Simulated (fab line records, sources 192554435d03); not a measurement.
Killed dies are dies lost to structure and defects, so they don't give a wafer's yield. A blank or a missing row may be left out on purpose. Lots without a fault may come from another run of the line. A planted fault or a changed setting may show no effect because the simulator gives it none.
Chamber matching | flow n5_finfet | N5_BEOL_M2_ILD_DEP_00 on pecvd-03: 3 sister chambers
The step deposits SiOC from DEMS/O2, target thk 79 nm, time 15.3 s. 3 wafers are shown with their chamber, then 7 later ones without.

WAFERS WITH THEIR CHAMBER
wafer  | chamber | throttle_valve_pct (%)
L727.3 | 0       | 12.5
L727.6 | 2       | 11.9
L731.5 | 1       | 13.0

WAFERS WITHOUT THEIR CHAMBER
wafer  | throttle_valve_pct (%)
L731.6 | 11.8
L736.1 | 11.6
L736.2 | 12.5
L736.5 | 12.2
L737.2 | 12.0
L737.3 | 13.2
L737.5 | 12.0

WHICH CHAMBER EACH WENT THROUGH
wafer  | from the rows above     | in truth
L731.6 | 2                       | 2
L736.1 | 2                       | 2
L736.2 | 0                       | 0
L736.5 | can't be placed: 2 or 0 | 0
L737.2 | 2                       | 2
L737.3 | 1                       | 1
L737.5 | 2                       | 2
Placed correctly: 6 of 7. Can't be placed from these rows: 1 (the true chamber is among the candidates in 1). Placed wrongly: 0.
How it was worked out, from the rows above alone: a wafer's distance from a chamber is the root of the sum, over the readings, of the square of ((its reading less the chamber's mean) divided by the reading's scatter). The wafer belongs to the nearest chamber; if the next one is less than 2 further off, it can't be placed. A chamber's mean is the mean of its shown wafers. The scatter: with one shown wafer a chamber, the root of the mean of the squares of how far each hidden wafer lies from its nearest shown one.
